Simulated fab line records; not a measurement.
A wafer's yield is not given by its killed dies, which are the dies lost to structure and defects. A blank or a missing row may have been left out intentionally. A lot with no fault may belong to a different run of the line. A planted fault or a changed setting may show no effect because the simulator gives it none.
Split-lot study    flow n5-finfet    21 wafers read across 7 lots, on a route 1938 steps long

## ON THE SPLIT
At N5_HKMG_FIN_ETCH_35 (etches SOC in N2/H2, target depth 215.8 nm, time 243.4 s), the setting bias-w was moved away from the recipe's 5 W on 9 of the 21 wafers read, by -16.3% to +16.9%. This setting was run at the recipe's value on the other wafers.

Reading taken at the split's own step.

## THE READING
rf-vpp-V, in V, at N5_HKMG_FIN_ETCH_35 (etches SOC in N2/H2, target depth 215.8 nm, time 243.4 s). Fault-free wafers of this fab line usually give 141.7 V, standard deviation 0.98 V.

wafer   tool, chamber at the split  bias-w as run, W  against the recipe  rf-vpp-V, V  against lot-mates on the recipe
L074.1  rie-diel-05, 1              5                 recipe              141.6        -
L074.3  rie-diel-05, 3              5                 recipe              143.1        -
L074.4  rie-diel-05, 0              5.758             +15.2%              155.8        +13.5
L077.2  rie-diel-05, 3              4.746             -5.1%               138.4        -2.9
L077.3  rie-diel-05, 2              5                 recipe              141.5        -
L077.6  rie-diel-05, 0              5                 recipe              141.1        -
L078.1  rie-diel-05, 3              4.297             -14.1%              130.8        -10.1
L078.2  rie-diel-05, 0              5                 recipe              140.9        -
L078.6  rie-diel-05, 0              4.297             -14.1%              127.6        -13.3
L080.2  rie-diel-04, 0              5                 recipe              139.8        -
L080.3  rie-diel-04, 1              4.563             -8.7%               134.5        -5.3
L080.5  rie-diel-04, 0              4.563             -8.7%               132.6        -7.2
L082.2  rie-diel-04, 3              5                 recipe              141.7        -
L082.3  rie-diel-04, 0              5                 recipe              140.7        -
L082.5  rie-diel-04, 2              5                 recipe              141.6        -
L086.1  rie-diel-04, 2              5                 recipe              141.2        -
L086.5  rie-diel-04, 1              4.185             -16.3%              127.3        -13.3
L086.6  rie-diel-04, 0              5                 recipe              140.1        -
L095.1  rie-diel-05, 2              5                 recipe              141.0        -
L095.3  rie-diel-05, 3              5.846             +16.9%              157.3        +16.3
L095.4  rie-diel-05, 1              5.846             +16.9%              156.9        +15.9

FIT RESULTS
A straight line over all 21 wafers: rf-vpp-V changes by +0.899 V for each +1% of bias-w; r = +0.99; the points scatter about the line by 1 V.
The same after taking each lot's own level away (the mean of its wafers on the recipe; 21 wafers): +0.869 V for each +1%; r = +0.99; scatter 0.93 V.
According to that fit, moving bias-w by its largest amount changes the reading by 15 V.
The span of the lots' own levels, 139.80 to 142.35 V, comes to 2.6 times the standard deviation stated above.
So the lot-to-lot level changes the slope little: the two slopes agree.
Check: with one of the wafers moved furthest among these (+16.9%) left out of the fit, the line predicts +14.8 V for it against its lot-mates. Against them it came out at +16.3 V.
Tool readings at the split's step, against how far the setting was moved: rf-vpp-V r = +0.99.

## THE WHOLE CHAIN: every reading that the file lists as answering this split, in the file's order
step                 what it does                                              reading                                                                          change (the file's fit)               r (the file's)
N5_HKMG_FIN_ETCH_35  etches SOC in N2/H2, target depth 215.8 nm, time 243.4 s  rf-vpp-V                                                                         +0.857 V for each +1% of the setting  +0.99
N5_HKMG_FIN_ETCH_35  etches SOC in N2/H2, target depth 215.8 nm, time 243.4 s  HKMG_FIN.feature-depth-nm (the simulator's own value, which no gauge read)       +1.13 nm for each +1% of the setting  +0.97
N5_HKMG_FIN_ETCH_35  etches SOC in N2/H2, target depth 215.8 nm, time 243.4 s  etch.depth-nm (the simulator's own value, which no gauge read)                   +1.14 nm for each +1% of the setting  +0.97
N5_HKMG_FIN_ETCH_35  etches SOC in N2/H2, target depth 215.8 nm, time 243.4 s  SOC_of_HKMG_FIN_COAT_29.thk-nm (the simulator's own value, which no gauge read)  -1.14 nm for each +1% of the setting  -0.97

## THE FILE'S OWN FIT
rf-vpp-V changes by +0.857 V for each +1% of bias-w, r = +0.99.
